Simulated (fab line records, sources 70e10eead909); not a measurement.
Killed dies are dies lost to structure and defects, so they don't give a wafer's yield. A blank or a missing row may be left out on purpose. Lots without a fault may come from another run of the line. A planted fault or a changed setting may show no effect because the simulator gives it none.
Which tool did it? | flow nand_harc | 7 lots, 21 wafers sampled, at 4 steps of a route of 1302

WHAT THE GAUGES READ, wafer by wafer
NHARC_A_M0_INSPECT_27.
lot  | measured     | on                | raw_defect_count
L580 | day 23 23:08 | defect_inspect-01 | 381 341 333
L582 | day 25 14:59 | defect_inspect-01 | 364 405 319
L586 | day 26 23:08 | defect_inspect-02 | 633 538 644
L588 | day 27 17:46 | defect_inspect-02 | 641 727 492
L592 | day 29 05:28 | defect_inspect-02 | 450 482 602
L595 | day 30 23:35 | defect_inspect-02 | 755 566 521
L598 | day 31 15:34 | defect_inspect-01 | 486 423 411

WHICH TOOL RAN EACH LOT (tool, then ch and the chambers of the sampled wafers, then the start)
lot  | NHARC_A_BLC_PVD_32                      | NHARC_A_BLC_ALD_23                  | NHARC_A_M0_PVD_20
L580 | pvd_sputter-03, day 23 18:20 or earlier | ald_metal-01 ch 0,1,2, day 23 18:20 | pvd_sputter-02, day 23 21:35
L582 | pvd_sputter-02, day 25 10:17 or earlier | ald_metal-04 ch 1,2,3, day 25 10:17 | pvd_sputter-03, day 25 13:32
L586 | pvd_sputter-03, day 26 18:20 or earlier | ald_metal-01 ch 2,3, day 26 18:20   | pvd_sputter-03, day 26 21:42
L588 | pvd_sputter-01, day 27 12:58 or earlier | ald_metal-04 ch 0,1,2, day 27 12:58 | pvd_sputter-01, day 27 16:20
L592 | pvd_sputter-01, day 29 00:35 or earlier | ald_metal-02 ch 1,3, day 29 00:35   | pvd_sputter-01, day 29 03:55
L595 | pvd_sputter-03, day 30 18:53 or earlier | ald_metal-01 ch 0,1, day 30 18:53   | pvd_sputter-03, day 30 22:11
L598 | pvd_sputter-02, day 31 10:45 or earlier | ald_metal-02 ch 0,1,3, day 31 10:45 | pvd_sputter-03, day 31 14:08
- NHARC_A_BLC_PVD_32: deposits Ti, target thk 5 nm, time 17.7 s.
- NHARC_A_BLC_ALD_23: deposits TiN, target thk 3 nm, pulse time 1 s, ald cycles 150.
- NHARC_A_M0_PVD_20: deposits TaN, target thk 5 nm, time 8.06 s.

THE ANSWER, worked out from the rows above alone
Rule: what is usual is taken from the lots themselves. Put in order of their means at a reading, lots are off if they are a third of the lots or fewer, leave a main group of 4 or more, and stand apart from it by a gap of 3 or more times the standard deviation of the main group's means; of several such gaps the widest counts. A main group whose means are all the same, to the digits that the tables above print for the reading, isn't used. A lot without any number at a reading at which 4 lots or more have one is off too. The other lots that the step has rows for count as sound.
No lot is off at any reading shown: from this, nothing can be told.

WHAT THE SIMULATOR HAD PUT IN
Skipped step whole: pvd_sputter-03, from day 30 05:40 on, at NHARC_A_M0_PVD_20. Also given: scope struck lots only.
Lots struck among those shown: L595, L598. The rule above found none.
